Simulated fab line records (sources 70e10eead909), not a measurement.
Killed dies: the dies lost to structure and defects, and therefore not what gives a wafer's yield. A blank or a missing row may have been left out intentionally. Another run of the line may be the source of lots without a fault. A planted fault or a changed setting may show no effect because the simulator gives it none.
fab line records	flow nand-harc
record: lots: 24	wafers: 72	last-day: 33
route steps=1302 shown A_CONTACT@1066
lots untouched by any fault: they come from a run of this same line in which no faults occurred
start-h: the number of hours between the record's first day and the start of the first shown wafer of the lot	wait-h: hours from the lot's prior step to this one	" the same as in the row above	L1.1+2: a single row standing in for several wafers	- value missing, or start not given	* or withheld: withheld	< > ~ a bound
route shown NAME@n: names a module that has steps shown in the file, with the first one's number in the route	usual: mean and standard deviation over wafers with no fault	same: alike in all rows	chamber/n: place in a boat	sites: each site's reading	_std_site: their standard deviation	_edge_site: outer sites' mean less inner sites'	radius-mm: for every site, how far away it sits from the centre of the wafer	mask NAME#n: copy n	behind: tool/chamber where the wafer was last shaped	hold: cause of the lot's hold/its duration in hours/its outcome	device: which transistor (n, p or np) failed to switch	end of line: tests of these same wafers at the route's end	where a step has no rows: the recipe by itself	killed: count of dies lost to structure and defects at first sort (not the wafer's yield)	map: a wafer's dies, x killed, . not, _ none there
set.NAME: the setting as run; set.NAME@STEP: as run at that earlier step	model.NAME: the simulator's own value behind a step, which no gauge read
one table for each step of the route and one row for each wafer, over a sample of lots
services: when a tool's chamber went out of use (start-h, in hours from the record's first day, below 0 if earlier), for how many hours, and the reason
== steps ==
step: NHARC_A_CONTACT_DEP_84
recipe: target-thk-a: 28000	temp-c: 400	material: aC
usual: throttle-valve-pct: 35.000/0.011
lot.wafer	tool	chamber	start-h	wait-h	throttle-valve-pct
L076.2	acl-dep-03	0	515.17	-	34.997
L076.3	"	0	"	"	34.993
L076.6	"	0	"	"	34.998
L074.1	acl-dep-03	0	521.19	-	34.984
L074.2	"	0	"	"	34.996
L074.3	"	0	"	"	34.987
L075.2	acl-dep-01	0	521.40	-	35.002
L075.4	"	0	"	"	35.000
L075.6	"	0	"	"	34.997
L077.4	acl-dep-03	0	540.20	-	35.000
L077.5	"	0	"	"	35.000
L077.6	"	0	"	"	35.006
L078.3	acl-dep-01	0	540.44	-	35.028
L078.4	"	0	"	"	35.004
L078.6	"	0	"	"	34.986
L080.3	acl-dep-03	0	551.55	-	35.003
L080.4	"	0	"	"	35.000
L080.5	"	0	"	"	35.002
L079.1	acl-dep-02	0	552.19	-	35.003
L079.4	"	0	"	"	35.005
L079.5	"	0	"	"	34.993
L081.2	acl-dep-01	0	571.09	-	34.995
L081.3	"	0	"	"	34.991
L081.5	"	0	"	"	35.016
L084.1	acl-dep-02	0	594.23	-	35.008
L084.3	"	0	"	"	34.995
L084.6	"	0	"	"	34.987
L082.2	acl-dep-01	0	595.45	-	35.000
L082.4	"	0	"	"	34.997
L082.5	"	0	"	"	34.998
L083.1	acl-dep-03	0	598.67	-	34.982
L083.5	"	0	599.82	-	34.978
L083.6	"	0	"	"	34.992
L085.3	acl-dep-01	0	620.76	-	35.007
L085.4	"	0	"	"	35.000
L085.6	"	0	"	"	35.009
L086.4	acl-dep-01	0	624.70	-	35.004
L086.5	"	0	"	"	34.994
L086.6	"	0	"	"	34.999
L087.1	acl-dep-01	0	625.55	-	34.990
L087.3	"	0	"	"	35.014
L087.4	"	0	"	"	35.007
L089.1	acl-dep-03	0	642.97	-	34.990
L089.3	"	0	"	"	34.981
L089.6	"	0	"	"	35.003
L088.2	acl-dep-01	0	643.05	-	35.009
L088.4	"	0	"	"	34.994
L088.5	"	0	"	"	35.003
L090.1	acl-dep-02	0	680.31	-	35.003
L090.3	"	0	"	"	35.005
L090.4	"	0	"	"	34.999
L091.2	acl-dep-01	0	688.88	-	34.979
L091.3	"	0	"	"	34.992
L091.5	"	0	"	"	34.998
L093.1	acl-dep-03	0	694.64	-	34.997
L093.3	"	0	"	"	34.986
L093.5	"	0	"	"	35.023
L094.2	acl-dep-01	0	695.87	-	34.998
L094.4	"	0	"	"	35.006
L094.6	"	0	"	"	34.997
L092.1	acl-dep-03	0	701.77	-	35.002
L092.2	"	0	"	"	35.008
L092.4	"	0	"	"	34.997
L095.2	acl-dep-01	0	718.57	-	35.029
L095.4	"	0	"	"	35.013
L095.5	"	0	"	"	35.003
L096.4	acl-dep-01	0	724.63	-	34.995
L096.5	"	0	"	"	35.000
L096.6	"	0	"	"	34.982
L097.2	acl-dep-03	0	724.73	-	34.978
L097.3	"	0	"	"	35.010
L097.4	"	0	"	"	35.010
step: NHARC_A_CONTACT_INSPECT_10
usual: raw-defect-count: 79/40
lot.wafer	tool	chamber	start-h	wait-h	raw-defect-count
L076.2	defect-inspect-01	-	517.35	0.0	21
L076.3	"	-	"	"	9
L076.6	"	-	"	"	16
L075.2	defect-inspect-02	-	523.58	0.0	157
L075.4	"	-	"	"	178
L075.6	"	-	"	"	158
L074.1	defect-inspect-01	-	523.77	0.0	60
L074.2	"	-	"	"	48
L074.3	"	-	"	"	41
L077.4	defect-inspect-01	-	541.93	0.0	107
L077.5	"	-	"	"	101
L077.6	"	-	"	"	108
L078.3	defect-inspect-02	-	542.44	0.0	26
L078.4	"	-	"	"	19
L078.6	"	-	"	"	21
L080.3	defect-inspect-01	-	553.64	0.0	101
L080.4	"	-	"	"	113
L080.5	"	-	"	"	105
L079.1	defect-inspect-02	-	554.96	0.0	63
L079.4	"	-	"	"	70
L079.5	"	-	"	"	77
L081.2	defect-inspect-02	-	573.41	0.0	45
L081.3	"	-	"	"	36
L081.5	"	-	"	"	33
L084.1	defect-inspect-01	-	596.85	0.0	143
L084.3	"	-	"	"	135
L084.6	"	-	"	"	117
L082.2	defect-inspect-02	-	597.75	0.0	34
L082.4	"	-	"	"	28
L082.5	"	-	"	"	28
L083.1	defect-inspect-02	-	601.26	0.0	37
L083.5	"	-	"	"	40
L083.6	"	-	"	"	40
L085.3	defect-inspect-02	-	622.80	0.0	149
L085.4	"	-	"	"	132
L085.6	"	-	"	"	154
L086.4	defect-inspect-02	-	626.30	0.0	87
L086.5	"	-	"	"	102
L086.6	"	-	"	"	90
L087.1	defect-inspect-02	-	628.15	0.0	88
L087.3	"	-	"	"	92
L087.4	"	-	"	"	73
L088.2	defect-inspect-01	-	645.36	0.0	70
L088.4	"	-	"	"	78
L088.5	"	-	"	"	61
L089.1	defect-inspect-01	-	645.59	0.0	52
L089.3	"	-	"	"	54
L089.6	"	-	"	"	49
L090.1	defect-inspect-02	-	682.97	0.0	102
L090.3	"	-	"	"	118
L090.4	"	-	"	"	123
L091.2	defect-inspect-01	-	691.07	0.0	74
L091.3	"	-	"	"	88
L091.5	"	-	"	"	81
L093.1	defect-inspect-02	-	697.10	0.0	103
L093.3	"	-	"	"	119
L093.5	"	-	"	"	113
L094.2	defect-inspect-02	-	698.18	0.0	76
L094.4	"	-	"	"	79
L094.6	"	-	"	"	84
L092.1	defect-inspect-01	-	704.23	0.0	119
L092.2	"	-	"	"	120
L092.4	"	-	"	"	93
L095.2	defect-inspect-02	-	720.92	0.0	84
L095.4	"	-	"	"	71
L095.5	"	-	"	"	66
L096.4	defect-inspect-01	-	726.36	0.0	96
L096.5	"	-	"	"	91
L096.6	"	-	"	"	102
L097.2	defect-inspect-01	-	727.02	0.0	32
L097.3	"	-	"	"	40
L097.4	"	-	"	"	46
step: NHARC_A_CONTACT_DESCUM_13
recipe: time-s: 3	o2-flow-sccm: 200	ar-flow-sccm: 0	bias-power-w: 0	chemistry: O2
usual: drypump-motor-current-A: 5.7/0.41	oes-product-au: 0.999/0.01	rf-vpp-V: 58.1/0.81	showerhead-plenum-p-Torr: 1.99/0.076	throttle-valve-pct: 11.311/0.0091
lot.wafer	tool	chamber	start-h	wait-h	drypump-motor-current-A	oes-product-au	rf-hours-counter-h	rf-vpp-V	showerhead-plenum-p-Torr	throttle-valve-pct
L076.3	rie-diel-11	1	517.41	0.1	5.8	1.003	12	58.2	2.07	11.304
L076.2	"	0	"	"	5.5	0.988	12	57.3	1.96	11.314
L076.6	"	1	"	"	5.8	1.000	-	58.3	2.07	11.308
L075.2	rie-diel-11	3	523.66	0.1	5.7	1.001	13	58.7	2.07	11.299
L075.4	"	0	"	"	5.5	0.991	14	56.5	1.96	11.328
L075.6	"	2	"	"	5.6	0.994	-	58.6	1.97	11.311
L074.1	rie-diel-02	2	523.84	0.1	5.7	0.994	35	57.5	1.94	11.298
L074.3	"	3	"	"	4.9	0.986	44	58.2	1.82	11.313
L074.2	"	0	"	"	6.7	1.009	45	57.3	2.03	11.318
L077.4	rie-diel-11	3	542.01	0.1	5.7	1.008	16	59.0	2.07	11.322
L077.5	"	1	"	"	5.7	0.999	-	58.3	2.07	11.301
L077.6	"	2	"	"	5.7	0.994	-	57.3	1.97	11.316
L078.4	rie-diel-11	2	542.51	0.1	5.7	1.002	17	58.6	1.97	11.320
L078.3	"	0	"	"	5.5	0.983	17	57.3	1.96	11.318
L078.6	"	1	"	"	5.7	1.004	-	59.4	2.07	11.316
L080.4	rie-diel-11	2	553.70	0.1	5.7	0.998	19	58.1	1.97	11.302
L080.3	"	0	"	"	5.5	0.994	20	59.1	1.96	11.309
L080.5	"	3	"	"	5.7	1.004	-	58.2	2.07	11.309
L079.1	rie-diel-11	1	555.04	0.1	5.8	0.998	20	58.0	2.07	11.310
L079.4	"	2	"	"	5.7	0.990	19	57.7	1.97	11.308
L079.5	"	3	"	"	5.7	1.007	-	57.5	2.07	11.311
L081.3	rie-diel-11	3	573.47	0.1	5.8	1.000	22	58.3	2.07	11.308
L081.2	"	2	"	"	5.7	1.000	21	57.6	1.97	11.306
L081.5	"	3	"	"	5.8	1.008	-	60.0	2.07	11.316
L084.1	rie-diel-11	3	596.93	0.1	5.8	1.010	26	57.2	2.07	11.316
L084.3	"	0	"	"	5.5	0.983	24	57.2	1.96	11.310
L084.6	"	1	"	"	5.7	0.992	-	56.9	2.07	11.313
L082.2	rie-diel-02	3	597.81	0.1	4.9	0.989	4	58.2	1.81	11.302
L082.4	"	0	"	"	6.7	1.011	4	58.8	2.02	11.302
L082.5	"	0	"	"	6.7	1.003	-	58.2	2.02	11.314
L083.1	rie-diel-11	0	601.32	0.1	5.5	0.985	25	56.7	1.96	11.325
L083.5	"	3	"	"	5.7	1.013	-	59.0	2.07	11.328
L083.6	"	0	"	"	5.5	0.982	-	58.2	1.96	11.320
L085.3	rie-diel-11	2	622.87	0.1	5.7	1.013	0	58.4	1.97	11.312
L085.4	"	0	"	"	5.5	1.012	0	58.7	1.96	11.311
L085.6	"	2	"	"	5.7	0.999	-	58.6	1.97	11.306
L086.4	rie-diel-11	1	626.37	0.1	5.8	0.986	1	57.7	2.07	11.308
L086.6	"	3	"	"	5.7	1.013	-	59.0	2.07	11.318
L086.5	"	0	"	"	5.5	1.003	-	56.8	1.96	11.321
L087.4	rie-diel-11	3	628.22	0.1	5.8	1.012	1	57.4	2.07	11.312
L087.1	"	0	"	"	5.5	1.021	2	57.4	1.96	11.297
L087.3	"	1	"	"	5.8	0.996	2	58.4	2.07	11.317
L088.4	rie-diel-11	2	645.42	0.1	5.7	0.993	3	56.6	1.97	11.298
L088.2	"	1	"	"	5.8	0.999	3	57.7	2.07	11.312
L088.5	"	2	"	"	5.7	0.992	-	58.0	1.97	11.318
L089.1	rie-diel-02	2	645.66	0.1	5.7	0.999	21	57.4	1.93	11.330
L089.3	"	3	"	"	4.9	0.978	20	58.3	1.81	11.306
L089.6	"	3	"	"	4.9	0.980	-	58.2	1.81	11.315
L090.4	rie-diel-02	3	683.03	0.1	5.0	0.985	31	57.8	1.80	11.308
L090.1	"	0	"	"	6.7	1.004	32	58.7	2.02	11.318
L090.3	"	2	"	"	5.7	0.999	30	57.5	1.92	11.299
L091.3	rie-diel-09	2	691.14	0.1	5.0	0.991	2	58.3	2.05	11.301
L091.2	"	0	"	"	6.1	0.997	2	57.6	2.00	11.303
L091.5	"	2	"	"	5.0	0.982	-	59.0	2.05	11.309
L093.1	rie-diel-11	2	697.16	0.1	5.7	0.987	11	58.2	1.96	11.322
L093.3	"	3	"	"	5.8	1.019	13	58.2	2.06	11.298
L093.5	"	3	"	"	5.7	1.017	-	57.6	2.06	11.330
L094.4	rie-diel-09	1	698.25	0.1	6.2	1.001	8	58.4	1.87	11.302
L094.2	"	2	"	"	5.0	0.989	7	58.1	2.05	11.320
L094.6	"	0	"	"	6.2	1.010	-	57.7	2.00	11.307
L092.1	rie-diel-02	3	704.30	0.1	5.0	0.997	40	57.3	1.80	11.315
L092.4	"	0	"	"	6.7	1.004	41	58.1	2.01	11.309
L092.2	"	1	"	"	6.3	1.002	40	58.1	1.92	11.306
L095.2	rie-diel-11	2	720.98	0.1	5.6	0.982	16	58.8	1.96	11.322
L095.4	"	1	"	"	5.7	0.991	18	57.7	2.06	11.297
L095.5	"	2	"	"	5.6	0.987	-	58.4	1.96	11.316
L096.4	rie-diel-11	1	726.42	0.1	5.7	0.994	18	57.3	2.06	11.329
L096.6	"	1	"	"	5.7	0.986	-	58.2	2.06	11.316
L096.5	"	2	"	"	5.7	0.993	-	57.9	1.96	11.318
L097.2	rie-diel-09	0	727.08	0.1	6.2	1.000	16	58.7	2.00	11.291
L097.3	"	1	"	"	6.2	1.000	19	57.6	1.86	11.300
L097.4	"	3	"	"	4.7	1.000	19	57.9	1.88	11.296
step: NHARC_A_CONTACT_ETCH_89
recipe: target-depth-a: 2600	over-etch-frac: 0.3	time-s: 475.3	ion-energy-ev: 200	n2-flow-sccm: 150	h2-flow-sccm: 150	ar-flow-sccm: 0	rf-w: 400	bias-w: 150	chemistry: N2/H2
usual: drypump-motor-current-A: 5.7/0.4	oes-product-au: 1.000/0.01	rf-vpp-V: 432.9/2.5	showerhead-plenum-p-Torr: 2.12/0.083	throttle-valve-pct: 14.171/0.0097
lot.wafer	tool	chamber	start-h	wait-h	drypump-motor-current-A	oes-product-au	rf-hours-counter-h	rf-vpp-V	showerhead-plenum-p-Torr	throttle-valve-pct
L076.2	rie-diel-11	2	-	-	5.6	0.992	11	432.7	2.11	14.169
L076.3	"	0	"	"	5.5	0.989	12	432.4	2.09	14.175
L076.6	"	2	"	"	5.7	0.993	-	432.0	2.11	14.157
L075.2	rie-diel-11	2	-	-	5.7	1.006	14	433.6	2.10	14.176
L075.4	"	1	"	"	5.7	0.997	15	435.6	2.21	14.163
L075.6	"	2	"	"	5.7	1.001	-	433.7	2.10	14.166
L074.1	rie-diel-02	1	-	-	6.3	0.984	41	431.9	2.07	14.178
L074.2	"	2	"	"	5.7	0.985	36	431.3	2.07	14.160
L074.3	"	0	"	"	6.7	1.002	45	433.7	2.17	14.183
L077.4	rie-diel-11	0	-	-	5.5	0.990	17	430.6	2.09	14.168
L077.5	"	3	"	"	5.7	0.997	-	435.7	2.21	14.189
L077.6	"	0	"	"	5.5	0.985	-	432.2	2.09	14.167
L078.4	rie-diel-11	0	-	-	5.5	0.995	17	432.3	2.09	14.151
L078.3	"	2	"	"	5.7	0.994	17	432.1	2.10	14.183
L078.6	"	0	"	"	5.5	0.983	-	433.0	2.09	14.180
L080.3	rie-diel-11	2	-	-	5.7	0.994	19	433.5	2.10	14.170
L080.4	"	0	"	"	5.5	1.005	20	431.8	2.09	14.184
L080.5	"	1	"	"	5.8	1.006	-	433.9	2.21	14.160
L079.4	rie-diel-11	3	-	-	5.7	1.020	20	435.0	2.21	14.174
L079.1	"	0	"	"	5.6	0.990	20	430.7	2.09	14.177
L079.5	"	2	"	"	5.7	0.997	-	433.3	2.10	14.171
L081.3	rie-diel-11	2	-	-	5.7	0.991	22	431.5	2.10	14.179
L081.2	"	1	"	"	5.8	0.999	21	434.3	2.21	14.178
L081.5	"	3	"	"	5.7	1.003	-	435.4	2.21	14.177
L084.1	rie-diel-11	2	-	-	5.7	1.001	26	432.4	2.10	14.177
L084.3	"	0	"	"	5.5	0.989	24	431.3	2.09	14.180
L084.6	"	1	"	"	5.8	0.996	-	435.2	2.21	14.182
L082.2	rie-diel-02	2	-	-	5.7	0.998	5	431.3	2.06	14.163
L082.4	"	3	"	"	4.9	0.981	4	426.7	1.93	14.171
L082.5	"	2	"	"	5.7	1.002	-	431.1	2.06	14.166
L083.1	rie-diel-11	3	-	-	5.8	1.016	27	434.9	2.21	14.160
L083.6	"	1	"	"	5.8	0.998	-	434.3	2.21	14.167
L083.5	"	2	"	"	5.7	1.003	-	434.0	2.10	14.161
L085.3	rie-diel-11	2	-	-	5.7	0.998	0	432.1	2.10	14.162
L085.4	"	3	"	"	5.7	1.018	0	435.1	2.21	14.167
L085.6	"	1	"	"	5.7	0.991	-	434.8	2.21	14.157
L086.4	rie-diel-11	3	-	-	5.8	1.005	1	434.6	2.21	14.174
L086.5	"	3	"	"	5.7	1.013	-	434.1	2.21	14.165
L086.6	"	0	"	"	5.5	1.003	-	433.6	2.09	14.169
L087.3	rie-diel-11	1	-	-	5.7	0.987	2	436.7	2.21	14.171
L087.4	"	2	"	"	5.7	1.001	1	433.5	2.10	14.158
L087.1	"	3	"	"	5.8	1.004	2	437.4	2.21	14.154
L088.2	rie-diel-11	0	-	-	5.5	1.015	4	431.4	2.09	14.159
L088.4	"	1	"	"	5.7	1.002	3	435.4	2.21	14.176
L088.5	"	0	"	"	5.5	1.003	-	431.0	2.09	14.172
L089.1	rie-diel-02	0	-	-	6.7	1.015	21	433.7	2.16	14.161
L089.3	"	2	"	"	5.7	0.993	22	430.0	2.05	14.184
L089.6	"	3	"	"	5.0	0.982	-	426.5	1.92	14.166
L090.1	rie-diel-02	3	-	-	4.9	0.978	31	426.5	1.92	14.181
L090.4	"	1	"	"	6.3	0.998	31	431.0	2.05	14.186
L090.3	"	2	"	"	5.7	0.987	30	430.9	2.05	14.175
L091.3	rie-diel-09	0	-	-	6.1	1.004	2	434.8	2.13	14.176
L091.2	"	2	"	"	5.0	0.993	2	434.8	2.19	14.172
L091.5	"	1	"	"	6.2	1.001	-	429.0	1.99	14.186
L093.3	rie-diel-11	0	-	-	5.5	1.022	11	432.4	2.08	14.158
L093.1	"	1	"	"	5.7	1.005	13	435.5	2.20	14.168
L093.5	"	0	"	"	5.6	1.021	-	432.2	2.08	14.186
L094.2	rie-diel-09	3	-	-	4.7	0.996	5	429.9	2.01	14.179
L094.4	"	1	"	"	6.2	1.009	8	427.0	1.99	14.167
L094.6	"	3	"	"	4.7	1.002	-	429.8	2.01	14.180
L092.4	rie-diel-02	2	-	-	5.7	0.988	39	429.4	2.05	14.158
L092.1	"	3	"	"	5.0	0.994	40	427.7	1.91	14.172
L092.2	"	0	"	"	6.8	1.005	41	433.9	2.15	14.188
L095.4	rie-diel-11	1	-	-	5.7	1.014	18	433.5	2.20	14.173
L095.2	"	0	"	"	5.5	1.019	17	431.1	2.08	14.173
L095.5	"	2	"	"	5.7	0.989	-	433.3	2.09	14.179
L096.4	rie-diel-11	2	-	-	5.7	0.990	17	430.1	2.09	14.181
L096.6	"	2	"	"	5.7	0.994	-	432.0	2.09	14.163
L096.5	"	3	"	"	5.7	1.007	-	435.0	2.20	14.149
L097.3	rie-diel-09	1	-	-	6.2	0.998	19	429.1	1.98	14.176
L097.2	"	2	"	"	5.0	0.993	21	434.9	2.19	14.180
L097.4	"	0	"	"	6.1	1.007	17	432.5	2.13	14.176
step: NHARC_A_CONTACT_ETCH_138
recipe: source-w: withheld	pressure-mtorr: 20	bias-v: 1200	time-s: 311	target-depth-a: 19140	ar-flow-sccm: withheld	c4f8-flow-sccm: withheld	o2-flow-sccm: withheld	chemistry: C4F8/O2/Ar
lot.wafer	tool	chamber	start-h	wait-h	rf-hours-counter-h
L076.2	har-cap-etch-02	1	519.60	0.2	93
L076.3	"	1	"	"	-
L076.6	"	0	"	"	-
L075.2	har-cap-etch-02	1	525.78	0.2	94
L075.4	"	0	"	"	-
L075.6	"	0	"	"	-
L074.2	har-cap-etch-02	1	527.34	0.2	96
L074.1	"	0	"	"	96
L074.3	"	0	"	"	-
L077.4	har-cap-etch-03	0	544.27	0.2	-
L077.6	"	0	"	"	-
L077.5	"	1	"	"	-
L078.3	har-cap-etch-02	1	545.01	0.2	-
L078.4	"	0	"	"	-
L078.6	"	0	"	"	-
L080.3	har-cap-etch-02	0	555.94	0.2	-
L080.4	"	1	"	"	-
L080.5	"	1	"	"	-
L079.1	har-cap-etch-01	0	557.22	0.2	11
L079.4	"	1	"	"	-
L079.5	"	1	"	"	-
L081.2	har-cap-etch-03	0	575.83	0.2	54
L081.3	"	1	"	"	-
L081.5	"	0	"	"	-
L084.1	har-cap-etch-01	1	599.44	0.3	14
L084.3	"	0	"	"	-
L084.6	"	0	"	"	-
L082.2	har-cap-etch-03	1	599.98	0.2	60
L082.4	"	0	"	"	-
L082.5	"	0	"	"	-
L083.1	har-cap-etch-02	1	603.45	0.2	110
L083.5	"	1	"	"	-
L083.6	"	0	"	"	-
L085.4	har-cap-etch-01	0	625.14	0.2	-
L085.3	"	1	"	"	-
L085.6	"	1	"	"	-
L086.4	har-cap-etch-03	1	628.68	0.2	-
L086.5	"	1	"	"	-
L086.6	"	0	"	"	-
L087.1	har-cap-etch-03	1	630.35	0.2	67
L087.4	"	1	"	"	-
L087.3	"	0	"	"	-
L088.2	har-cap-etch-01	1	647.56	0.2	23
L088.4	"	0	"	"	-
L088.5	"	0	"	"	-
L089.1	har-cap-etch-03	0	648.56	0.3	70
L089.3	"	0	"	"	-
L089.6	"	0	"	"	-
L090.1	har-cap-etch-02	0	685.22	0.2	124
L090.4	"	1	"	"	-
L090.3	"	0	"	"	-
L091.2	har-cap-etch-03	1	693.32	0.2	75
L091.3	"	1	"	"	-
L091.5	"	1	"	"	-
L093.1	har-cap-etch-03	1	699.54	0.2	76
L093.3	"	1	"	"	-
L093.5	"	0	"	"	-
L094.2	har-cap-etch-01	1	700.38	0.2	32
L094.4	"	0	"	"	-
L094.6	"	0	"	"	-
L092.2	har-cap-etch-01	1	706.46	0.2	34
L092.1	"	0	"	"	34
L092.4	"	0	"	"	-
L095.2	har-cap-etch-02	1	723.12	0.2	133
L095.4	"	1	"	"	-
L095.5	"	1	"	"	-
L096.4	har-cap-etch-03	1	728.69	0.2	-
L096.5	"	0	"	"	-
L096.6	"	1	"	"	-
L097.2	har-cap-etch-02	1	729.36	0.2	135
L097.4	"	0	"	"	-
L097.3	"	1	"	"	-
step: NHARC_A_CONTACT_CMP_20
recipe: t-overpolish-s: 30	target-thk-nm: 300
usual: motor-current-A: 11.7/1.1	overpolish-run-s: 29.998/0.0087	time-to-endpoint-s: 61/3.1
lot.wafer	tool	chamber	start-h	wait-h	motor-current-A	overpolish-run-s	time-to-endpoint-s
L076.3	cmp-04	0	522.85	0.4	11.5	30.010	62
L076.2	"	1	"	"	12.2	30.000	62
L076.6	"	2	"	"	13.2	30.000	62
L075.2	cmp-01	0	528.87	0.8	9.6	30.003	64
L075.4	"	3	"	"	10.3	30.003	61
L075.6	"	1	"	"	10.3	30.008	65
L074.1	cmp-01	1	530.44	0.7	9.7	30.006	65
L074.3	"	2	"	"	11.1	30.003	58
L074.2	"	3	"	"	10.8	30.001	58
L077.4	cmp-04	2	547.31	0.4	12.2	30.002	58
L077.6	"	0	"	"	11.7	29.991	62
L077.5	"	1	"	"	11.9	29.988	60
L078.4	cmp-01	1	548.13	0.5	10.3	30.004	63
L078.3	"	2	"	"	10.9	30.000	57
L078.6	"	0	"	"	9.4	29.988	56
L080.3	cmp-04	0	558.97	0.4	11.7	30.002	62
L080.4	"	1	"	"	12.5	29.978	62
L080.5	"	1	"	"	11.8	29.993	64
L079.4	cmp-02	0	560.27	0.5	12.3	29.997	65
L079.1	"	1	"	"	12.2	30.002	61
L079.5	"	3	"	"	12.2	29.982	55
L081.3	cmp-04	3	578.95	0.4	10.7	30.002	56
L081.2	"	0	"	"	11.9	30.003	59
L081.5	"	2	"	"	13.0	30.010	59
L084.1	cmp-02	1	602.76	0.7	13.4	29.994	58
L084.3	"	2	"	"	12.2	29.986	58
L084.6	"	3	"	"	12.0	30.001	56
L082.4	cmp-02	3	603.06	0.5	12.3	29.993	57
L082.2	"	2	"	"	12.0	29.990	59
L082.5	"	0	"	"	12.6	29.988	67
L083.1	cmp-04	0	606.64	0.8	11.6	29.997	65
L083.5	"	1	"	"	12.3	30.000	64
L083.6	"	2	"	"	12.7	29.999	60
L085.4	cmp-04	2	628.22	0.5	12.5	29.991	60
L085.3	"	3	"	"	10.4	29.999	60
L085.6	"	1	"	"	13.2	29.998	62
L086.4	cmp-04	1	631.72	0.5	12.5	29.991	65
L086.6	"	1	"	"	11.9	30.004	65
L086.5	"	2	"	"	13.2	29.997	59
L087.4	cmp-04	2	633.46	0.5	13.0	30.013	61
L087.3	"	0	"	"	11.9	30.000	65
L087.1	"	1	"	"	12.0	29.988	64
L088.2	cmp-01	1	650.62	0.6	10.1	30.002	63
L088.4	"	3	"	"	11.0	29.987	60
L088.5	"	1	"	"	10.7	30.016	61
L089.1	cmp-04	3	651.78	0.7	10.1	30.008	59
L089.3	"	1	"	"	12.7	29.999	65
L089.6	"	3	"	"	10.7	30.010	60
L090.1	cmp-01	0	688.26	0.6	10.1	29.986	62
L090.4	"	1	"	"	10.7	30.014	64
L090.3	"	3	"	"	10.8	29.986	58
L091.2	cmp-02	3	699.39	0.7	12.1	30.002	58
L091.3	"	1	"	"	13.2	30.007	58
L091.5	"	2	"	"	12.0	30.006	55
L093.1	cmp-02	1	702.62	0.8	12.6	29.993	61
L093.3	"	2	"	"	12.4	29.995	60
L093.5	"	3	"	"	11.9	29.994	56
L094.4	cmp-04	3	703.49	0.5	10.4	30.008	54
L094.2	"	1	"	"	13.3	29.992	62
L094.6	"	3	"	"	10.4	30.013	54
L092.2	cmp-04	1	709.53	0.6	12.0	29.996	67
L092.1	"	2	"	"	12.8	29.991	65
L092.4	"	3	"	"	10.5	29.986	60
L095.4	cmp-01	0	726.27	0.5	8.9	29.979	60
L095.2	"	2	"	"	11.1	29.997	62
L095.5	"	0	"	"	9.3	30.004	60
L096.4	cmp-02	0	731.66	0.5	13.2	29.990	66
L096.6	"	0	"	"	12.8	30.001	67
L096.5	"	1	"	"	13.2	30.004	58
L097.4	cmp-04	2	732.95	0.4	12.7	29.984	61
L097.3	"	0	"	"	11.8	30.004	62
L097.2	"	1	"	"	11.2	30.002	63
== services ==
tool	chamber	start-h	hours	kind
cmp-01	-	494.15	0.9	repair
har-cap-etch-01	-	497.00	17.0	pm
rie-diel-09	-	497.17	9.0	pm
cmp-04	-	503.00	4.0	pm
cmp-01	-	503.20	0.5	repair
cmp-02	-	526.57	4.0	pm
cmp-01	-	539.12	3.0	repair
rie-diel-09	1	539.60	45.0	repair
cmp-04	-	540.71	0.6	repair
cmp-01	-	546.55	0.5	repair
acl-dep-01	-	553.44	13.0	pm
acl-dep-03	-	566.85	5.5	repair
rie-diel-11	0	568.61	6.3	repair
rie-diel-02	-	570.88	9.0	pm
cmp-04	-	601.00	4.0	pm
rie-diel-11	-	609.53	9.0	pm
cmp-04	-	626.61	0.3	repair
rie-diel-11	0	659.83	12.7	repair
acl-dep-03	-	662.09	13.0	pm
cmp-04	-	668.99	1.9	repair
cmp-04	-	696.37	0.6	repair
cmp-04	-	699.00	4.0	pm
rie-diel-02	1	717.94	7.2	repair
rie-diel-11	1	732.62	4.1	repair
== key ==
fault none
